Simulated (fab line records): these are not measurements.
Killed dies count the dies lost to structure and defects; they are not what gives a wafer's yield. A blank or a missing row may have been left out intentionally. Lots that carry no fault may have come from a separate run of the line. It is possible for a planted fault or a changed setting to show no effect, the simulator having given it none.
What tool caused it?	flow n5-finfet	Sampling: 10 lots, 30 wafers, 5 of 1938 route steps

## WHAT THE GAUGES READ, wafer by wafer
N5_SD_ACTIVATION_INSPECT_02: inspects for defects (darkfield). Usual: raw-defect-count at 180, with a standard deviation of 37.
lot	measured	on	raw-defect-count	flag
L792	day 3 14:10	defect-inspect-01	205 170 277	
L796	day 4 12:58	defect-inspect-02	142 187 168	
L800	day 5 12:35	defect-inspect-02	146 144 210	
L801	day 5 17:49	defect-inspect-01	133 142 125	
L804	day 6 09:34	defect-inspect-02	120 187 149	
L805	day 6 17:41	defect-inspect-02	184 217 266	
L806	day 6 22:22	defect-inspect-01	192 171 242	
L813	day 8 17:45	defect-inspect-02	197 185 191	
L814	day 9 00:26	defect-inspect-01	156 283 246	
L815	day 9 06:35	defect-inspect-01	176 123 145	

N5_BEOL_M4_RC_MEAS_101. Usual: DIBL_N 36.0 mV/V, standard deviation 1.8; DIBL_P 36.3 mV/V, standard deviation 2.4; IOFF_N 0.16 nA/um, standard deviation 0.035; IOFF_P 0.21 nA/um, standard deviation 0.036; ION_N 673 uA/um, standard deviation 13; ION_P 461 uA/um, standard deviation 7.2; SS_N 71.4 mV/dec, standard deviation 0.6; SS_P 73.2 mV/dec, standard deviation 0.7; VT_N 250 mV, standard deviation 4; VT_P -250.9 mV, standard deviation 2.9.
lot	measured	on	DIBL_N (mV/V)	DIBL_P (mV/V)	IOFF_N (nA/um)	IOFF_P (nA/um)	ION_N (uA/um)	ION_P (uA/um)	SS_N (mV/dec)	SS_P (mV/dec)	VT_N (mV)	VT_P (mV)	flag
L792	day 7 15:56	prober-01	40.9 39.8 36.5	41.0 39.5 35.0	0.27 0.23 0.16	0.32 0.29 0.23	695 695 669	472 474 465	72.0 72.1 71.2	74.4 74.1 72.4	240 245 252	-242.9 -243.5 -247.3	
L796	day 9 10:52	prober-02	33.9 37.5 35.4	34.9 37.1 36.2	0.13 0.19 0.15	0.17 0.20 0.19	674 668 678	461 455 470	70.4 72.0 71.5	73.2 73.4 73.2	254 248 249	-250.4 -251.0 -250.7	
L800	day 10 05:17	prober-01	37.1 38.0 40.5	38.9 39.6 43.6	0.18 0.18 0.26	0.20 0.22 0.29	690 681 697	466 464 464	70.7 71.6 72.0	73.9 74.2 74.2	244 247 242	-253.0 -252.3 -248.7	
L801	day 11 02:52	prober-01	36.3 36.3 39.2	36.1 36.3 39.5	0.17 0.16 0.24	0.20 0.20 0.26	683 686 691	464 464 459	71.6 71.9 72.2	73.7 73.7 74.0	247 249 244	-252.8 -252.5 -249.3	
L813	day 14 04:22	prober-01	36.3 36.6 35.2	34.9 36.3 33.6	0.15 0.15 0.13	0.20 0.22 0.17	679 671 661	465 459 450	71.5 70.9 71.0	73.1 73.6 71.9	246 249 250	-251.2 -251.9 -253.3	
L814	day 14 07:43	prober-02	37.5 37.7 36.6	39.3 39.7 38.0	0.18 0.18 0.16	0.24 0.25 0.23	691 680 685	475 471 474	71.0 72.0 71.1	73.8 74.1 73.4	246 247 246	-246.5 -247.2 -248.1	
L815	day 14 06:26	prober-01	37.2 37.9 39.3	37.1 36.6 38.0	0.16 0.16 0.20	0.21 0.21 0.25	673 681 687	457 461 464	71.4 72.1 72.2	73.4 74.0 73.7	250 250 247	-252.4 -252.9 -246.7	

## WHAT TOOL EACH LOT RAN ON (gives the tool, then ch and the chambers of the sampled wafers, and finally the start)
lot	N5_ILD0_LINER_00	N5_ILD0_ALD_15	N5_SDB_HM_DEP_00
L792	ald-sin-03 ch 0,1,3, day 3 14:28	ald-sin-04 ch 0,1, day 3 18:10	pecvd-02 ch 0,2, day 3 20:43
L796	ald-sin-04 ch 0,1,3, day 4 13:31	ald-sin-03 ch 0,2,3, day 4 18:07	pecvd-02 ch 0,1,2, day 4 20:41
L800	ald-sin-03 ch 0,1,3, day 5 12:37	ald-sin-04 ch 0,3, day 5 16:29	pecvd-01 ch 0,1,2, day 5 19:04
L801	ald-sin-03 ch 0,1,3, day 5 17:59	ald-sin-03 ch 0,3, day 5 21:41	pecvd-02 ch 0,1,2, day 6 00:17
L804	ald-sin-04 ch 0,2,3, day 6 09:53	ald-sin-01 ch 0,2, day 6 13:36	-
L805	ald-sin-01 ch 2,3, day 6 17:50	ald-sin-04 ch 1,2, day 6 21:32	-
L806	ald-sin-01 ch 1,3, day 6 22:24	ald-sin-01 ch 0,2, day 7 02:20	-
L813	ald-sin-03 ch 2,3, day 8 17:51	ald-sin-03 ch 1,3, day 8 21:33	pecvd-03 ch 1,2, day 9 00:06
L814	ald-sin-03 ch 1,2,3, day 9 00:28	ald-sin-01 ch 2,3, day 9 04:32	pecvd-03 ch 1,2, day 9 07:05
L815	ald-sin-03 ch 0,2, day 9 06:41	ald-sin-04 ch 1,2, day 9 10:39	pecvd-03 ch 0,2, day 9 13:13
- N5_ILD0_LINER_00: material SiNx, target thk 4 nm, pulse time 1 s, purge time 2 s.
- N5_ILD0_ALD_15: deposits SiNx, target thk 24 nm, pulse time 1 s, ald cycles 480.
- N5_SDB_HM_DEP_00: deposits SiNx from SiH4/NH3/N2, target thk 40 nm, time 35.3 s.

## AS READ BY THE TOOLS THEMSELVES (means over the sampled wafers that have a number; for cases with no such wafer, the mark the record gives instead)
N5_ILD0_LINER_00. Usual: heater-power-w 880 W, standard deviation 67; precursor-pulse-height-rel 1.000, standard deviation 0.024.
lot	tool	heater-power-w (W)	precursor-pulse-height-rel	flag
L792	ald-sin-03	898	0.984	
L796	ald-sin-04	864	0.994	
L800	ald-sin-03	885	1.013	
L801	ald-sin-03	906	1.006	
L804	ald-sin-04	894	1.000	
L805	ald-sin-01	898	1.010	
L806	ald-sin-01	905	1.002	
L813	ald-sin-03	892	1.001	
L814	ald-sin-03	875	1.003	
L815	ald-sin-03	908	0.993	

N5_ILD0_ALD_15. Usual: chamber-pressure-Torr 2.001 Torr, standard deviation 0.0042; heater-power-w 884 W, standard deviation 69; precursor-pulse-height-rel 1.000, standard deviation 0.02.
lot	tool	chamber-pressure-Torr (Torr)	heater-power-w (W)	precursor-pulse-height-rel	flag
L792	ald-sin-04	2.005	816	0.998	
L796	ald-sin-03	1.999	930	1.019	
L800	ald-sin-04	2.001	904	0.985	
L801	ald-sin-03	1.998	953	0.980	
L804	ald-sin-01	-	-	-	OFF
L805	ald-sin-04	-	-	-	OFF
L806	ald-sin-01	-	-	-	OFF
L813	ald-sin-03	2.009	892	0.992	
L814	ald-sin-01	2.001	884	1.006	
L815	ald-sin-04	2.001	812	0.992	

N5_SDB_HM_DEP_00. Usual: heater-power-w 777 W, standard deviation 98; showerhead-plenum-p-Torr 5.12 Torr, standard deviation 0.07; throttle-valve-pct 39.8 %, standard deviation 2.3.
lot	tool	heater-power-w (W)	showerhead-plenum-p-Torr (Torr)	throttle-valve-pct (%)	flag
L792	pecvd-02	767	5.05	38.0	
L796	pecvd-02	714	5.14	39.1	
L800	pecvd-01	762	5.08	38.2	
L801	pecvd-02	717	5.14	39.2	
L813	pecvd-03	806	5.12	40.7	
L814	pecvd-03	832	5.13	42.4	
L815	pecvd-03	761	5.12	40.7	

## THE ANSWER, worked out from the rows above alone
Rule: a lot is off if the mean of its wafers that have a number lies more than 3 standard deviations from the usual mean. A lot without any number at a reading at which 4 lots or more have one is off too. The other lots that the step has rows for count as sound. Order of review: gauges by route order, followed by the tools' own readings, for which a lot's mean as printed above is used. The first step at which some lot is off is used, and at that step the reading that is off furthest; a lot without a number counts as furthest.
Off, at N5_ILD0_ALD_15 on chamber-pressure-Torr: L804, L805, L806. Without a number there: L804, L805, L806.
If a tool, at that step or one of the process steps before it, ran each lot that is off and ran no sound lot following the first of them, it fits. Of those tried, none fits.

## WHAT THE SIMULATOR HAD INSERTED
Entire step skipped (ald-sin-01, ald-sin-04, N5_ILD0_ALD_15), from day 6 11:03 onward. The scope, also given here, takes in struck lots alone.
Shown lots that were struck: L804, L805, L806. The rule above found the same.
